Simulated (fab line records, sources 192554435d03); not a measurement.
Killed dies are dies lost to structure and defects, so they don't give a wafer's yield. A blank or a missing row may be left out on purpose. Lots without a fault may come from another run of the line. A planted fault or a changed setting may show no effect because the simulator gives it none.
Chamber matching | flow n5_finfet | N5_BEOL_M6_ETCH_61 on rie_diel-06: 4 sister chambers
The step etches SiARC in CF4, target depth 45.5 nm, time 75.8 s. 22 wafers are shown with their chamber, then 11 later ones without.

WAFERS WITH THEIR CHAMBER
wafer  | chamber | drypump_motor_current_A (A) | showerhead_plenum_p_Torr (Torr) | etch_rf_on_time_s (s)
L074.2 | 3       | 5.3                         | 2.19                            | 79.5
L074.4 | 0       | 5.7                         | 2.25                            | 72.6
L074.5 | 3       | 5.2                         | 2.19                            | 79.8
L076.1 | 1       | 6.5                         | 2.19                            | 78.3
L076.2 | 2       | 5.4                         | 2.12                            | 78.3
L076.6 | 3       | 5.3                         | 2.19                            | 79.4
L077.2 | 2       | 5.4                         | 2.12                            | 77.7
L077.3 | 0       | 5.7                         | 2.25                            | 72.4
L077.4 | 3       | 5.3                         | 2.19                            | 80.5
L081.2 | 0       | 5.7                         | 2.25                            | 73.0
L081.3 | 2       | 5.4                         | 2.12                            | 79.2
L081.5 | 0       | 5.8                         | 2.25                            | 72.9
L079.3 | 3       | 5.3                         | 2.18                            | 80.4
L079.4 | 3       | 5.3                         | 2.18                            | 80.1
L079.6 | 2       | 5.4                         | 2.12                            | 78.6
L083.1 | 0       | 5.7                         | 2.25                            | 73.1
L083.2 | 3       | 5.3                         | 2.18                            | 81.3
L083.3 | 2       | 5.4                         | 2.11                            | 79.0
L084.1 | 2       | 5.4                         | 2.11                            | 78.9
L084.3 | 1       | 6.5                         | 2.19                            | 73.9
L084.6 | 2       | 5.4                         | 2.11                            | 79.2
L088.2 | 3       | 5.3                         | 2.18                            | 79.7

SIGNATURES (means of the wafers above)
reading                  | chamber 0 | chamber 1 | chamber 2 | chamber 3 | scatter within a chamber
drypump_motor_current_A  | 5.720     | 6.500     | 5.400     | 5.287     | 0.0305
showerhead_plenum_p_Torr | 2.2500    | 2.1900    | 2.1157    | 2.1850    | 0.00454
etch_rf_on_time_s        | 72.800    | 76.100    | 78.700    | 80.088    | 0.901
Rule: a wafer's distance from a chamber is the root of the sum, over the readings, of the square of ((its reading less the chamber's mean) divided by the reading's scatter). The wafer belongs to the nearest chamber; if the next one is less than 2 further off, it can't be placed. The scatter: the root of (the sum of the squares of (reading less its chamber's mean) over the shown wafers, divided by (wafers less chambers)).

WAFERS WITHOUT THEIR CHAMBER
wafer  | drypump_motor_current_A (A) | showerhead_plenum_p_Torr (Torr) | etch_rf_on_time_s (s)
L088.3 | 5.4                         | 2.11                            | 78.4
L088.6 | 5.3                         | 2.18                            | 80.1
L092.1 | 6.5                         | 2.18                            | 75.1
L092.4 | 5.4                         | 2.11                            | 78.7
L092.5 | 6.5                         | 2.18                            | 74.6
L087.1 | 6.5                         | 2.18                            | 74.6
L087.3 | 5.4                         | 2.11                            | 79.5
L087.5 | 5.4                         | 2.11                            | 78.9
L093.1 | 5.4                         | 2.11                            | 78.1
L093.4 | 5.3                         | 2.18                            | 79.9
L093.5 | 6.5                         | 2.18                            | 74.1

WHICH CHAMBER EACH WENT THROUGH
wafer  | from the rows above | in truth
L088.3 | 2                   | 2
L088.6 | 3                   | 3
L092.1 | 1                   | 1
L092.4 | 2                   | 2
L092.5 | 1                   | 1
L087.1 | 1                   | 1
L087.3 | 2                   | 2
L087.5 | 2                   | 2
L093.1 | 2                   | 2
L093.4 | 3                   | 3
L093.5 | 1                   | 1
Placed correctly: 11 of 11. Can't be placed from these rows: 0. Placed wrongly: 0.
